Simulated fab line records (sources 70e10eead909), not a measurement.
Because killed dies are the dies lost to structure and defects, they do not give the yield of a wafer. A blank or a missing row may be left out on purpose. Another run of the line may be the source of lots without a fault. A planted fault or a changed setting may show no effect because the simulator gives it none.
fab line records :: flow nand_harc
record
  lots=14
  wafers=42
  last_day=24
route steps=1159 shown A_ONON_D1@430 A_BONDPAD@1061 HYBRID_BOND@1099 END@1159
lots untouched by any fault: they come from a run of this same line in which no faults occurred
start_h: start of the lot's first displayed wafer, in hours after the record's first day :: wait_h: how many hours have passed since the lot's step before this one :: " the same as in the row above :: L1.1+2: several wafers, shown together as one row :: - no value present, or no start provided :: * or withheld: withheld :: < > ~ a bound
route shown NAME@n: a module of which the file shows steps, and the number in the route of the first :: usual: average and standard deviation across the fault-free wafers :: same: alike in all rows :: chamber/n: place in a boat :: sites: readings site by site :: _std_site: how widely they spread, as a standard deviation :: _edge_site: inner sites' mean taken away from outer sites' mean :: radius_mm: for every site, how far away it sits from the centre of the wafer :: mask NAME#n: copy n :: behind: the last tool/chamber to shape the wafer :: hold: cause of the lot's hold/its duration in hours/its outcome :: device: transistor that didn't switch, given as n, p or np :: end of line: the tests these same wafers got at the end of their route :: a step without rows: its recipe alone :: killed: the dies lost at the first sort to structure and to defects; this is not the yield of the wafer :: map: a wafer's dies, marking killed ones x, the rest . and places with no die _
set.NAME: the run value of the setting; set.NAME@STEP: its run value at that earlier step :: model.NAME: the simulator's own value behind a step, which no gauge read
steps of the route over a sample of lots; a table a step, a row a wafer
services: the hour from which a tool's chamber was out of use, counted from the record's first day as start_h (under 0 if before that day), plus the number of hours and why
## steps
# step NHARC_A_ONON_D1_DEP_09
# recipe
  target_thk_a=10000
  n2_flow_sccm=2750
  n2o_flow_sccm=2000
  nh3_flow_sccm=500
  sih4_flow_sccm=210
  temp_c=400
# usual
  n2_flow_sccm=2752/8.9
lot.wafer: L936.1
tool: pecvd_onon-01
chamber: 0
start_h: 168.07
wait_h: 0.1
n2_flow_sccm: 2753

lot.wafer: L936.2
tool: pecvd_onon-01
chamber: 0
start_h: 168.07
wait_h: 0.1
n2_flow_sccm: 2749

lot.wafer: L936.3
tool: pecvd_onon-01
chamber: 0
start_h: 168.07
wait_h: 0.1
n2_flow_sccm: 2760

lot.wafer: L937.2
tool: pecvd_onon-03
chamber: 0
start_h: 168.14
wait_h: 0.1
n2_flow_sccm: 2739

lot.wafer: L937.3
tool: pecvd_onon-03
chamber: 0
start_h: 168.14
wait_h: 0.1
n2_flow_sccm: 2745

lot.wafer: L937.4
tool: pecvd_onon-03
chamber: 0
start_h: 168.14
wait_h: 0.1
n2_flow_sccm: 2746

lot.wafer: L939.1
tool: pecvd_onon-03
chamber: 0
start_h: 175.63
wait_h: 0.1
n2_flow_sccm: 2762

lot.wafer: L939.3
tool: pecvd_onon-03
chamber: 0
start_h: 175.63
wait_h: 0.1
n2_flow_sccm: 2768

lot.wafer: L939.4
tool: pecvd_onon-03
chamber: 0
start_h: 175.63
wait_h: 0.1
n2_flow_sccm: 2746

lot.wafer: L940.2
tool: pecvd_onon-02
chamber: 0
start_h: 175.72
wait_h: 0.1
n2_flow_sccm: 2740

lot.wafer: L940.5
tool: pecvd_onon-02
chamber: 0
start_h: 175.72
wait_h: 0.1
n2_flow_sccm: 2737

lot.wafer: L940.6
tool: pecvd_onon-02
chamber: 0
start_h: 175.72
wait_h: 0.1
n2_flow_sccm: 2728

lot.wafer: L938.2
tool: pecvd_onon-01
chamber: 0
start_h: 175.76
wait_h: 0.1
n2_flow_sccm: 2765

lot.wafer: L938.5
tool: pecvd_onon-01
chamber: 0
start_h: 175.76
wait_h: 0.1
n2_flow_sccm: 2754

lot.wafer: L938.6
tool: pecvd_onon-01
chamber: 0
start_h: 175.76
wait_h: 0.1
n2_flow_sccm: 2748

lot.wafer: L941.1
tool: pecvd_onon-01
chamber: 0
start_h: 190.49
wait_h: 0.1
n2_flow_sccm: 2759

lot.wafer: L941.4
tool: pecvd_onon-01
chamber: 0
start_h: 190.49
wait_h: 0.1
n2_flow_sccm: 2755

lot.wafer: L941.6
tool: pecvd_onon-01
chamber: 0
start_h: 190.49
wait_h: 0.1
n2_flow_sccm: 2756

lot.wafer: L943.1
tool: pecvd_onon-02
chamber: 0
start_h: 202.20
wait_h: 0.1
n2_flow_sccm: 2772

lot.wafer: L943.2
tool: pecvd_onon-02
chamber: 0
start_h: 202.20
wait_h: 0.1
n2_flow_sccm: 2767

lot.wafer: L943.5
tool: pecvd_onon-02
chamber: 0
start_h: 202.20
wait_h: 0.1
n2_flow_sccm: 2773

lot.wafer: L944.1
tool: pecvd_onon-01
chamber: 0
start_h: 212.15
wait_h: 0.1
n2_flow_sccm: 2744

lot.wafer: L944.2
tool: pecvd_onon-01
chamber: 0
start_h: 212.15
wait_h: 0.1
n2_flow_sccm: 2752

lot.wafer: L944.5
tool: pecvd_onon-01
chamber: 0
start_h: 212.15
wait_h: 0.1
n2_flow_sccm: 2745

lot.wafer: L946.4
tool: pecvd_onon-03
chamber: 0
start_h: 212.22
wait_h: 0.3
n2_flow_sccm: 2754

lot.wafer: L946.5
tool: pecvd_onon-03
chamber: 0
start_h: 212.22
wait_h: 0.3
n2_flow_sccm: 2749

lot.wafer: L946.6
tool: pecvd_onon-03
chamber: 0
start_h: 212.22
wait_h: 0.3
n2_flow_sccm: 2750

lot.wafer: L945.1
tool: pecvd_onon-02
chamber: 0
start_h: 212.29
wait_h: 0.1
n2_flow_sccm: 2752

lot.wafer: L945.2
tool: pecvd_onon-02
chamber: 0
start_h: 212.29
wait_h: 0.1
n2_flow_sccm: 2764

lot.wafer: L945.5
tool: pecvd_onon-02
chamber: 0
start_h: 212.29
wait_h: 0.1
n2_flow_sccm: 2756

lot.wafer: L949.1
tool: pecvd_onon-01
chamber: 0
start_h: 235.26
wait_h: 0.1
n2_flow_sccm: 2740

lot.wafer: L949.3
tool: pecvd_onon-01
chamber: 0
start_h: 235.26
wait_h: 0.1
n2_flow_sccm: 2750

lot.wafer: L949.5
tool: pecvd_onon-01
chamber: 0
start_h: 235.26
wait_h: 0.1
n2_flow_sccm: 2760

lot.wafer: L948.1
tool: pecvd_onon-01
chamber: 0
start_h: 235.61
wait_h: 0.1
n2_flow_sccm: 2763

lot.wafer: L948.2
tool: pecvd_onon-01
chamber: 0
start_h: 235.61
wait_h: 0.1
n2_flow_sccm: 2766

lot.wafer: L948.6
tool: pecvd_onon-01
chamber: 0
start_h: 235.61
wait_h: 0.1
n2_flow_sccm: 2759

lot.wafer: L956.2
tool: pecvd_onon-02
chamber: 0
start_h: 277.38
wait_h: 0.1
n2_flow_sccm: 2755

lot.wafer: L956.4
tool: pecvd_onon-02
chamber: 0
start_h: 277.38
wait_h: 0.1
n2_flow_sccm: 2753

lot.wafer: L956.5
tool: pecvd_onon-02
chamber: 0
start_h: 277.38
wait_h: 0.1
n2_flow_sccm: 2744

lot.wafer: L958.1
tool: pecvd_onon-03
chamber: 0
start_h: 284.83
wait_h: 0.4
n2_flow_sccm: 2749

lot.wafer: L958.2
tool: pecvd_onon-03
chamber: 0
start_h: 284.83
wait_h: 0.4
n2_flow_sccm: 2760

lot.wafer: L958.6
tool: pecvd_onon-03
chamber: 0
start_h: 284.83
wait_h: 0.4
n2_flow_sccm: 2752
# step NHARC_A_BONDPAD_THK_MEAS_30
# recipe
  thk_meas_gauge=ellipsometry
# usual
  thk_nm=199.5/1.7
lot.wafer: L937.2
tool: film_metro-01
chamber: -
start_h: 413.77
wait_h: 0.2
thk_nm: 197.9

lot.wafer: L937.3
tool: film_metro-01
chamber: -
start_h: 413.77
wait_h: 0.2
thk_nm: 197.3

lot.wafer: L937.4
tool: film_metro-01
chamber: -
start_h: 413.77
wait_h: 0.2
thk_nm: 198.7

lot.wafer: L940.2
tool: film_metro-01
chamber: -
start_h: 413.92
wait_h: 0.2
thk_nm: 202.0

lot.wafer: L940.5
tool: film_metro-01
chamber: -
start_h: 413.92
wait_h: 0.2
thk_nm: 201.5

lot.wafer: L940.6
tool: film_metro-01
chamber: -
start_h: 413.92
wait_h: 0.2
thk_nm: 198.9

lot.wafer: L936.1
tool: film_metro-02
chamber: -
start_h: 414.37
wait_h: 0.2
thk_nm: 196.5

lot.wafer: L936.2
tool: film_metro-02
chamber: -
start_h: 414.37
wait_h: 0.2
thk_nm: 199.0

lot.wafer: L936.3
tool: film_metro-02
chamber: -
start_h: 414.37
wait_h: 0.2
thk_nm: 199.0

lot.wafer: L939.1
tool: film_metro-02
chamber: -
start_h: 415.10
wait_h: 0.2
thk_nm: 198.9

lot.wafer: L939.3
tool: film_metro-02
chamber: -
start_h: 415.10
wait_h: 0.2
thk_nm: 198.2

lot.wafer: L939.4
tool: film_metro-02
chamber: -
start_h: 415.10
wait_h: 0.2
thk_nm: 200.5

lot.wafer: L941.1
tool: film_metro-01
chamber: -
start_h: 431.85
wait_h: 0.2
thk_nm: 200.1

lot.wafer: L941.4
tool: film_metro-01
chamber: -
start_h: 431.85
wait_h: 0.2
thk_nm: 200.0

lot.wafer: L941.6
tool: film_metro-01
chamber: -
start_h: 431.85
wait_h: 0.2
thk_nm: 201.0

lot.wafer: L938.2
tool: film_metro-01
chamber: -
start_h: 434.89
wait_h: 0.2
thk_nm: 198.5

lot.wafer: L938.5
tool: film_metro-01
chamber: -
start_h: 434.89
wait_h: 0.2
thk_nm: 200.2

lot.wafer: L938.6
tool: film_metro-01
chamber: -
start_h: 434.89
wait_h: 0.2
thk_nm: 200.1

lot.wafer: L946.4
tool: film_metro-02
chamber: -
start_h: 449.02
wait_h: 0.2
thk_nm: 197.3

lot.wafer: L946.5
tool: film_metro-02
chamber: -
start_h: 449.02
wait_h: 0.2
thk_nm: 197.7

lot.wafer: L946.6
tool: film_metro-02
chamber: -
start_h: 449.02
wait_h: 0.2
thk_nm: 200.3

lot.wafer: L943.1
tool: film_metro-01
chamber: -
start_h: 450.97
wait_h: 0.2
thk_nm: 200.8

lot.wafer: L943.2
tool: film_metro-01
chamber: -
start_h: 450.97
wait_h: 0.2
thk_nm: 202.7

lot.wafer: L943.5
tool: film_metro-01
chamber: -
start_h: 450.97
wait_h: 0.2
thk_nm: 202.8

lot.wafer: L945.1
tool: film_metro-02
chamber: -
start_h: 457.46
wait_h: 0.2
thk_nm: 200.3

lot.wafer: L945.2
tool: film_metro-02
chamber: -
start_h: 457.46
wait_h: 0.2
thk_nm: 196.9

lot.wafer: L945.5
tool: film_metro-02
chamber: -
start_h: 457.46
wait_h: 0.2
thk_nm: 202.4

lot.wafer: L944.1
tool: film_metro-02
chamber: -
start_h: 462.24
wait_h: 0.2
thk_nm: 197.9

lot.wafer: L944.2
tool: film_metro-02
chamber: -
start_h: 462.24
wait_h: 0.2
thk_nm: 199.1

lot.wafer: L944.5
tool: film_metro-02
chamber: -
start_h: 462.24
wait_h: 0.2
thk_nm: 201.2

lot.wafer: L949.1
tool: film_metro-02
chamber: -
start_h: 479.36
wait_h: 0.2
thk_nm: 197.1

lot.wafer: L949.3
tool: film_metro-02
chamber: -
start_h: 479.36
wait_h: 0.2
thk_nm: 198.5

lot.wafer: L949.5
tool: film_metro-02
chamber: -
start_h: 479.36
wait_h: 0.2
thk_nm: 200.4

lot.wafer: L948.1
tool: film_metro-01
chamber: -
start_h: 494.45
wait_h: 0.1
thk_nm: 199.8

lot.wafer: L948.2
tool: film_metro-01
chamber: -
start_h: 494.45
wait_h: 0.1
thk_nm: 200.0

lot.wafer: L948.6
tool: film_metro-01
chamber: -
start_h: 494.45
wait_h: 0.1
thk_nm: 199.2

lot.wafer: L956.2
tool: film_metro-01
chamber: -
start_h: 525.21
wait_h: 0.2
thk_nm: 200.0

lot.wafer: L956.4
tool: film_metro-01
chamber: -
start_h: 525.21
wait_h: 0.2
thk_nm: 199.4

lot.wafer: L956.5
tool: film_metro-01
chamber: -
start_h: 525.21
wait_h: 0.2
thk_nm: 200.2

lot.wafer: L958.1
tool: film_metro-01
chamber: -
start_h: 535.02
wait_h: 0.2
thk_nm: 199.8

lot.wafer: L958.2
tool: film_metro-01
chamber: -
start_h: 535.02
wait_h: 0.2
thk_nm: 198.2

lot.wafer: L958.6
tool: film_metro-01
chamber: -
start_h: 535.02
wait_h: 0.2
thk_nm: 200.4
# step NHARC_A_BONDPAD_ANNEAL_28
# recipe
  temp_c=225
  time_s=90
# usual
  wafer_temp_C_max=225.80/0.25
lot.wafer: L937.2
tool: rtp_anneal-01
chamber: 0
start_h: 416.29
wait_h: 0.3
wafer_temp_C_max: 226.02

lot.wafer: L937.3
tool: rtp_anneal-01
chamber: 0
start_h: 416.29
wait_h: 0.3
wafer_temp_C_max: 225.79

lot.wafer: L937.4
tool: rtp_anneal-01
chamber: 0
start_h: 416.29
wait_h: 0.3
wafer_temp_C_max: 225.63

lot.wafer: L940.2
tool: rtp_anneal-02
chamber: 0
start_h: 416.50
wait_h: 0.4
wafer_temp_C_max: 225.91

lot.wafer: L940.5
tool: rtp_anneal-02
chamber: 0
start_h: 416.50
wait_h: 0.4
wafer_temp_C_max: 225.79

lot.wafer: L940.6
tool: rtp_anneal-02
chamber: 0
start_h: 416.50
wait_h: 0.4
wafer_temp_C_max: 226.03

lot.wafer: L936.1
tool: rtp_anneal-02
chamber: 0
start_h: 416.82
wait_h: -
wafer_temp_C_max: 226.30

lot.wafer: L936.2
tool: rtp_anneal-02
chamber: 0
start_h: 416.82
wait_h: -
wafer_temp_C_max: 225.97

lot.wafer: L936.3
tool: rtp_anneal-02
chamber: 0
start_h: 416.82
wait_h: -
wafer_temp_C_max: 225.87

lot.wafer: L939.1
tool: rtp_anneal-01
chamber: 0
start_h: 417.56
wait_h: -
wafer_temp_C_max: 225.79

lot.wafer: L939.3
tool: rtp_anneal-01
chamber: 0
start_h: 417.56
wait_h: -
wafer_temp_C_max: 225.88

lot.wafer: L939.4
tool: rtp_anneal-01
chamber: 0
start_h: 417.56
wait_h: -
wafer_temp_C_max: 225.77

lot.wafer: L941.1
tool: rtp_anneal-01
chamber: 0
start_h: 434.20
wait_h: 0.3
wafer_temp_C_max: 225.76

lot.wafer: L941.4
tool: rtp_anneal-01
chamber: 0
start_h: 434.20
wait_h: 0.3
wafer_temp_C_max: 225.56

lot.wafer: L941.6
tool: rtp_anneal-01
chamber: 0
start_h: 434.20
wait_h: 0.3
wafer_temp_C_max: 226.36

lot.wafer: L938.2
tool: rtp_anneal-01
chamber: 0
start_h: 437.40
wait_h: -
wafer_temp_C_max: 226.17

lot.wafer: L938.5
tool: rtp_anneal-01
chamber: 0
start_h: 437.40
wait_h: -
wafer_temp_C_max: 225.85

lot.wafer: L938.6
tool: rtp_anneal-01
chamber: 0
start_h: 437.40
wait_h: -
wafer_temp_C_max: 225.89

lot.wafer: L946.4
tool: rtp_anneal-02
chamber: 0
start_h: 451.64
wait_h: 0.3
wafer_temp_C_max: 225.32

lot.wafer: L946.5
tool: rtp_anneal-02
chamber: 0
start_h: 451.64
wait_h: 0.3
wafer_temp_C_max: 225.79

lot.wafer: L946.6
tool: rtp_anneal-02
chamber: 0
start_h: 451.64
wait_h: 0.3
wafer_temp_C_max: 225.65

lot.wafer: L943.1
tool: rtp_anneal-01
chamber: 0
start_h: 453.86
wait_h: -
wafer_temp_C_max: 225.51

lot.wafer: L943.2
tool: rtp_anneal-01
chamber: 0
start_h: 453.86
wait_h: -
wafer_temp_C_max: 226.38

lot.wafer: L943.5
tool: rtp_anneal-01
chamber: 0
start_h: 453.86
wait_h: -
wafer_temp_C_max: 226.00

lot.wafer: L945.1
tool: rtp_anneal-02
chamber: 0
start_h: 459.96
wait_h: 0.4
wafer_temp_C_max: 226.30

lot.wafer: L945.2
tool: rtp_anneal-02
chamber: 0
start_h: 459.96
wait_h: 0.4
wafer_temp_C_max: 226.57

lot.wafer: L945.5
tool: rtp_anneal-02
chamber: 0
start_h: 459.96
wait_h: 0.4
wafer_temp_C_max: 226.03

lot.wafer: L944.1
tool: rtp_anneal-02
chamber: 0
start_h: 464.70
wait_h: -
wafer_temp_C_max: 225.89

lot.wafer: L944.2
tool: rtp_anneal-02
chamber: 0
start_h: 464.70
wait_h: -
wafer_temp_C_max: 225.66

lot.wafer: L944.5
tool: rtp_anneal-02
chamber: 0
start_h: 464.70
wait_h: -
wafer_temp_C_max: 225.97

lot.wafer: L949.1
tool: rtp_anneal-01
chamber: 0
start_h: 481.82
wait_h: 0.3
wafer_temp_C_max: 225.72

lot.wafer: L949.3
tool: rtp_anneal-01
chamber: 0
start_h: 481.82
wait_h: 0.3
wafer_temp_C_max: 226.08

lot.wafer: L949.5
tool: rtp_anneal-01
chamber: 0
start_h: 481.82
wait_h: 0.3
wafer_temp_C_max: 225.94

lot.wafer: L948.1
tool: rtp_anneal-02
chamber: 0
start_h: 497.03
wait_h: 0.4
wafer_temp_C_max: 226.12

lot.wafer: L948.2
tool: rtp_anneal-02
chamber: 0
start_h: 497.03
wait_h: 0.4
wafer_temp_C_max: 225.54

lot.wafer: L948.6
tool: rtp_anneal-02
chamber: 0
start_h: 497.03
wait_h: 0.4
wafer_temp_C_max: 225.63

lot.wafer: L956.2
tool: rtp_anneal-01
chamber: 0
start_h: 527.75
wait_h: -
wafer_temp_C_max: 225.89

lot.wafer: L956.4
tool: rtp_anneal-01
chamber: 0
start_h: 527.75
wait_h: -
wafer_temp_C_max: 225.38

lot.wafer: L956.5
tool: rtp_anneal-01
chamber: 0
start_h: 527.75
wait_h: -
wafer_temp_C_max: 225.41

lot.wafer: L958.1
tool: rtp_anneal-01
chamber: 0
start_h: 537.56
wait_h: -
wafer_temp_C_max: 225.34

lot.wafer: L958.2
tool: rtp_anneal-01
chamber: 0
start_h: 537.56
wait_h: -
wafer_temp_C_max: 225.13

lot.wafer: L958.6
tool: rtp_anneal-01
chamber: 0
start_h: 537.56
wait_h: -
wafer_temp_C_max: 225.56
# step NHARC_HYBRID_BOND_OVL_MEAS_05
# usual
  overlay_x_nm=2/34
  overlay_y_nm=0/30
lot.wafer: L937.2
tool: overlay-02
chamber: -
start_h: 427.14
wait_h: 0.4
overlay_x_nm: -22
overlay_y_nm: 46

lot.wafer: L937.3
tool: overlay-02
chamber: -
start_h: 427.14
wait_h: 0.4
overlay_x_nm: -16
overlay_y_nm: 36

lot.wafer: L937.4
tool: overlay-02
chamber: -
start_h: 427.14
wait_h: 0.4
overlay_x_nm: 6
overlay_y_nm: -42

lot.wafer: L936.1
tool: overlay-02
chamber: -
start_h: 427.15
wait_h: 0.4
overlay_x_nm: 36
overlay_y_nm: 24

lot.wafer: L936.2
tool: overlay-02
chamber: -
start_h: 427.15
wait_h: 0.4
overlay_x_nm: -77
overlay_y_nm: 11

lot.wafer: L936.3
tool: overlay-02
chamber: -
start_h: 427.15
wait_h: 0.4
overlay_x_nm: 74
overlay_y_nm: 10

lot.wafer: L940.2
tool: overlay-01
chamber: -
start_h: 427.15
wait_h: 0.4
overlay_x_nm: 9
overlay_y_nm: 28

lot.wafer: L940.5
tool: overlay-01
chamber: -
start_h: 427.15
wait_h: 0.4
overlay_x_nm: 31
overlay_y_nm: -50

lot.wafer: L940.6
tool: overlay-01
chamber: -
start_h: 427.15
wait_h: 0.4
overlay_x_nm: -5
overlay_y_nm: 26

lot.wafer: L939.1
tool: overlay-01
chamber: -
start_h: 427.15
wait_h: 0.4
overlay_x_nm: 12
overlay_y_nm: 34

lot.wafer: L939.3
tool: overlay-01
chamber: -
start_h: 427.15
wait_h: 0.4
overlay_x_nm: 34
overlay_y_nm: 53

lot.wafer: L939.4
tool: overlay-01
chamber: -
start_h: 427.15
wait_h: 0.4
overlay_x_nm: -32
overlay_y_nm: 33

lot.wafer: L941.1
tool: overlay-02
chamber: -
start_h: 445.69
wait_h: 0.4
overlay_x_nm: -79
overlay_y_nm: -53

lot.wafer: L941.4
tool: overlay-02
chamber: -
start_h: 445.69
wait_h: 0.4
overlay_x_nm: -7
overlay_y_nm: -47

lot.wafer: L941.6
tool: overlay-02
chamber: -
start_h: 445.69
wait_h: 0.4
overlay_x_nm: 9
overlay_y_nm: -35

lot.wafer: L938.2
tool: overlay-01
chamber: -
start_h: 445.69
wait_h: 0.4
overlay_x_nm: -16
overlay_y_nm: -35

lot.wafer: L938.5
tool: overlay-01
chamber: -
start_h: 445.69
wait_h: 0.4
overlay_x_nm: -3
overlay_y_nm: -44

lot.wafer: L938.6
tool: overlay-01
chamber: -
start_h: 445.69
wait_h: 0.4
overlay_x_nm: -11
overlay_y_nm: -10

lot.wafer: L943.1
tool: overlay-02
chamber: -
start_h: 464.11
wait_h: 0.4
overlay_x_nm: 39
overlay_y_nm: 6

lot.wafer: L943.2
tool: overlay-02
chamber: -
start_h: 464.11
wait_h: 0.4
overlay_x_nm: 17
overlay_y_nm: 66

lot.wafer: L943.5
tool: overlay-02
chamber: -
start_h: 464.11
wait_h: 0.4
overlay_x_nm: 8
overlay_y_nm: -4

lot.wafer: L946.4
tool: overlay-01
chamber: -
start_h: 464.11
wait_h: 0.4
overlay_x_nm: -21
overlay_y_nm: -10

lot.wafer: L946.5
tool: overlay-01
chamber: -
start_h: 464.11
wait_h: 0.4
overlay_x_nm: 61
overlay_y_nm: 44

lot.wafer: L946.6
tool: overlay-01
chamber: -
start_h: 464.11
wait_h: 0.4
overlay_x_nm: 10
overlay_y_nm: 44

lot.wafer: L945.1
tool: overlay-02
chamber: -
start_h: 470.66
wait_h: 0.4
overlay_x_nm: 6
overlay_y_nm: 27

lot.wafer: L945.2
tool: overlay-02
chamber: -
start_h: 470.66
wait_h: 0.4
overlay_x_nm: -17
overlay_y_nm: -4

lot.wafer: L945.5
tool: overlay-02
chamber: -
start_h: 470.66
wait_h: 0.4
overlay_x_nm: 26
overlay_y_nm: -6

lot.wafer: L944.1
tool: overlay-02
chamber: -
start_h: 477.41
wait_h: 0.4
overlay_x_nm: -5
overlay_y_nm: 33

lot.wafer: L944.2
tool: overlay-02
chamber: -
start_h: 477.41
wait_h: 0.4
overlay_x_nm: 41
overlay_y_nm: 17

lot.wafer: L944.5
tool: overlay-02
chamber: -
start_h: 477.41
wait_h: 0.4
overlay_x_nm: 12
overlay_y_nm: 63

lot.wafer: L949.1
tool: overlay-01
chamber: -
start_h: 493.52
wait_h: 0.4
overlay_x_nm: 41
overlay_y_nm: 44

lot.wafer: L949.3
tool: overlay-01
chamber: -
start_h: 493.52
wait_h: 0.4
overlay_x_nm: -6
overlay_y_nm: 27

lot.wafer: L949.5
tool: overlay-01
chamber: -
start_h: 493.52
wait_h: 0.4
overlay_x_nm: -3
overlay_y_nm: 12

lot.wafer: L948.1
tool: overlay-01
chamber: -
start_h: 507.85
wait_h: 0.4
overlay_x_nm: 6
overlay_y_nm: 18

lot.wafer: L948.2
tool: overlay-01
chamber: -
start_h: 507.85
wait_h: 0.4
overlay_x_nm: 2
overlay_y_nm: -22

lot.wafer: L948.6
tool: overlay-01
chamber: -
start_h: 507.85
wait_h: 0.4
overlay_x_nm: 21
overlay_y_nm: -38

lot.wafer: L956.2
tool: overlay-01
chamber: -
start_h: 538.40
wait_h: 0.4
overlay_x_nm: 1
overlay_y_nm: 17

lot.wafer: L956.4
tool: overlay-01
chamber: -
start_h: 538.40
wait_h: 0.4
overlay_x_nm: 19
overlay_y_nm: 7

lot.wafer: L956.5
tool: overlay-01
chamber: -
start_h: 538.40
wait_h: 0.4
overlay_x_nm: 17
overlay_y_nm: -6

lot.wafer: L958.1
tool: overlay-02
chamber: -
start_h: 548.27
wait_h: 0.4
overlay_x_nm: 38
overlay_y_nm: 17

lot.wafer: L958.2
tool: overlay-02
chamber: -
start_h: 548.27
wait_h: 0.4
overlay_x_nm: -69
overlay_y_nm: 43

lot.wafer: L958.6
tool: overlay-02
chamber: -
start_h: 548.27
wait_h: 0.4
overlay_x_nm: -30
overlay_y_nm: -33
# step NHARC_END_SORT_01
# recipe
  temp_c=25
# usual
  killed_at_array=26/9.1
  killed_at_other=0.7/0.9
  killed_at_periphery=3.6/2.8
  killed_dies=30/9.2
  killed_open=3.0/1.9
  killed_short=2.0/1.4
# same
  gross_dies=677
lot.wafer: L949.1
tool: prober-02
chamber: 0
start_h: 512.38
wait_h: 2.5
killed_at_array: 65
killed_at_other: 0
killed_at_periphery: 5
killed_dies: 70
killed_open: 7
killed_short: 3

lot.wafer: L949.3
tool: prober-02
chamber: 0
start_h: 514.02
wait_h: 3.1
killed_at_array: 69
killed_at_other: 0
killed_at_periphery: 4
killed_dies: 73
killed_open: 5
killed_short: 2

lot.wafer: L949.5
tool: prober-02
chamber: 0
start_h: 515.67
wait_h: 3.8
killed_at_array: 68
killed_at_other: 0
killed_at_periphery: 0
killed_dies: 68
killed_open: 6
killed_short: 1

lot.wafer: L948.1
tool: prober-01
chamber: 0
start_h: 526.09
wait_h: 2.5
killed_at_array: 71
killed_at_other: 0
killed_at_periphery: 0
killed_dies: 71
killed_open: 3
killed_short: 1

lot.wafer: L948.2
tool: prober-01
chamber: 0
start_h: 526.89
wait_h: 2.8
killed_at_array: 64
killed_at_other: 1
killed_at_periphery: 2
killed_dies: 67
killed_open: 1
killed_short: 2

lot.wafer: L948.6
tool: prober-01
chamber: 0
start_h: 530.10
wait_h: 4.0
killed_at_array: 65
killed_at_other: 0
killed_at_periphery: 4
killed_dies: 69
killed_open: 4
killed_short: 2
# killed by level:class
L949.1 A_ONON_D1:unspecified=46 A_CHANNEL_HOLE_D1:chamber_film_flake=7 A_M0:geometric_particle:open=3 A_CONTACT:chamber_film_flake=3 P_GATE:geometric_particle:open=1 P_CONTACT:geometric_particle:open=1 P_M1:geometric_particle:open=1 A_ONON_D1:geometric_particle:short=1
L949.3 A_ONON_D1:unspecified=43 A_CHANNEL_HOLE_D1:chamber_film_flake=13 A_STAIRCASE:chamber_film_flake=4 A_CONTACT:chamber_film_flake=4 A_ONON_D1:geometric_particle:open=2 A_SGD_CUT:geometric_particle:open=2 P_GATE:chamber_film_flake=2 P_M0:geometric_particle:open=1
L949.5 A_ONON_D1:unspecified=45 A_CHANNEL_HOLE_D1:chamber_film_flake=13 A_M0:geometric_particle:open=2 A_CONTACT:chamber_film_flake=2 A_SOURCE_PLATE:geometric_particle:open=1 A_CHANNEL_FILL_D1:geometric_particle:open=1 A_CONTACT:geometric_particle:open=1 A_BLC:geometric_particle:open=1
L948.1 A_ONON_D1:unspecified=53 A_CONTACT:chamber_film_flake=6 A_CHANNEL_HOLE_D1:chamber_film_flake=4 A_ONON_D1:geometric_particle:open=1 A_SGD_CUT:geometric_particle:short=1 A_CONTACT:geometric_particle:open=1 A_M0:geometric_particle:open=1 A_ZERO_WELL:chamber_film_flake=1
L948.2 A_ONON_D1:unspecified=51 A_CHANNEL_HOLE_D1:chamber_film_flake=8 THIN_TSV:chamber_film_flake=1 A_CONTACT:geometric_particle:open=1 A_CONTACT:geometric_particle:short=1 A_BLC:geometric_particle:short=1 P_ZERO_WELL:chamber_film_flake=1 P_M1:chamber_film_flake=1
L948.6 A_ONON_D1:unspecified=47 A_CHANNEL_HOLE_D1:chamber_film_flake=7 P_M1:chamber_film_flake=3 A_WL_FILL:chamber_film_flake=3 A_CONTACT:geometric_particle:open=2 A_BLC:geometric_particle:open=2 A_CONTACT:geometric_particle:short=1 A_BLC:geometric_particle:short=1
## services
tool: pecvd_onon-01
chamber: -
start_h: 151.70
hours: 11.3
kind: repair

tool: pecvd_onon-03
chamber: -
start_h: 153.26
hours: 13.0
kind: pm

tool: pecvd_onon-01
chamber: -
start_h: 195.00
hours: 13.0
kind: pm

tool: pecvd_onon-02
chamber: -
start_h: 207.52
hours: 1.5
kind: repair

tool: pecvd_onon-02
chamber: -
start_h: 292.10
hours: 13.0
kind: pm

tool: rtp_anneal-02
chamber: -
start_h: 300.00
hours: 12.0
kind: pm

tool: pecvd_onon-03
chamber: -
start_h: 334.26
hours: 13.0
kind: pm

tool: pecvd_onon-02
chamber: -
start_h: 347.90
hours: 0.1
kind: repair

tool: pecvd_onon-01
chamber: -
start_h: 376.00
hours: 13.0
kind: pm

tool: pecvd_onon-02
chamber: -
start_h: 473.10
hours: 13.0
kind: pm

tool: pecvd_onon-03
chamber: -
start_h: 515.26
hours: 13.0
kind: pm
## key
first_sign
  step=NHARC_END_SORT_01
  reading=killed_at_array
  direction=up
  sigmas=4.5
  usual=26
  struck=67
effect
  step=NHARC_END_SORT_01
  reading=killed_dies
  direction=up
  sigmas=4.3
  usual=30
  struck=70
more_kills_born_at
  NHARC_A_ONON_D1_DEP_09@pecvd_onon-01=285
met_at NHARC_A_ONON_D1_DEP_09
struck_lots L948,L949
tester_left_out L948,L949
not_acting_at NHARC_A_BONDPAD_THK_MEAS_30,NHARC_A_BONDPAD_ANNEAL_28,NHARC_HYBRID_BOND_OVL_MEAS_05
fault
  kind=chamber_particle_source
  tool=pecvd_onon-01
  chamber=-
  onset_h=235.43
  steps=NHARC_A_ONON_D1_DEP_09
  rate_per_visit_cm2=0.68911
  end_h=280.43
# tester_left_out: of these lots the tester's yield and bins aren't shown, on N5 and GAA mostly nor the transistor test; their killed dies are dies lost to structure and defects alone, not to doping, threshold or leakage, so they don't give the yield
